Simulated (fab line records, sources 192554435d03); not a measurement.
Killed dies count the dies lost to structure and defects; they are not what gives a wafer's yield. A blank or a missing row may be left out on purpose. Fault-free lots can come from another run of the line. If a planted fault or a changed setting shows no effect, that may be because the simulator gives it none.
Matching of chambers :: flow n5 finfet :: N5_DUMMY_GATE_ETCH_23 on rie si-05: 4 sister chambers
The step etches poly-Si in HBr/Cl2/O2, target depth 41 nm, time 22.3 s. 8 wafers are shown with their chamber, then 7 later ones without.

## EACH WAFER AND ITS CHAMBER
wafer: L079.5
chamber: 0
throttle valve pct (%): 37.3
drypump motor current A (A): 5.2

wafer: L082.2
chamber: 2
throttle valve pct (%): 37.2
drypump motor current A (A): 6.4

wafer: L082.3
chamber: 1
throttle valve pct (%): 37.1
drypump motor current A (A): 6.2

wafer: L084.3
chamber: 0
throttle valve pct (%): 37.3
drypump motor current A (A): 5.2

wafer: L084.4
chamber: 3
throttle valve pct (%): 37.9
drypump motor current A (A): 5.8

wafer: L084.6
chamber: 2
throttle valve pct (%): 37.2
drypump motor current A (A): 6.4

wafer: L085.1
chamber: 3
throttle valve pct (%): 38.0
drypump motor current A (A): 5.9

wafer: L085.3
chamber: 1
throttle valve pct (%): 37.1
drypump motor current A (A): 6.1

## WAFERS MISSING THEIR CHAMBER
wafer: L085.5
throttle valve pct (%): 37.1
drypump motor current A (A): 6.1

wafer: L086.1
throttle valve pct (%): 37.3
drypump motor current A (A): 5.3

wafer: L086.3
throttle valve pct (%): 37.2
drypump motor current A (A): 6.4

wafer: L086.6
throttle valve pct (%): 37.1
drypump motor current A (A): 6.1

wafer: L087.2
throttle valve pct (%): 37.3
drypump motor current A (A): 5.3

wafer: L087.5
throttle valve pct (%): 38.0
drypump motor current A (A): 5.8

wafer: L087.6
throttle valve pct (%): 37.2
drypump motor current A (A): 6.4

## WHICH CHAMBER EACH ONE RAN IN
wafer: L085.5
from the rows above: 1
in truth: 1

wafer: L086.1
from the rows above: 0
in truth: 0

wafer: L086.3
from the rows above: 2
in truth: 2

wafer: L086.6
from the rows above: 1
in truth: 1

wafer: L087.2
from the rows above: 0
in truth: 0

wafer: L087.5
from the rows above: 3
in truth: 3

wafer: L087.6
from the rows above: 2
in truth: 2
7 of 7 placed correctly. Can't be placed from these rows: 0. 0 placed wrongly.
How it was worked out, from the rows above alone: a wafer's distance from a chamber is the root of the sum, over the readings, of the square of ((its reading less the chamber's mean) divided by the reading's scatter). If the next closest chamber is less than 2 further off than the closest, the wafer can't be placed; otherwise it belongs to the closest. Each chamber's mean is taken over the wafers shown for it. The scatter: the root of (the sum of the squares of (reading less its chamber's mean) over the shown wafers, divided by (wafers less chambers)).
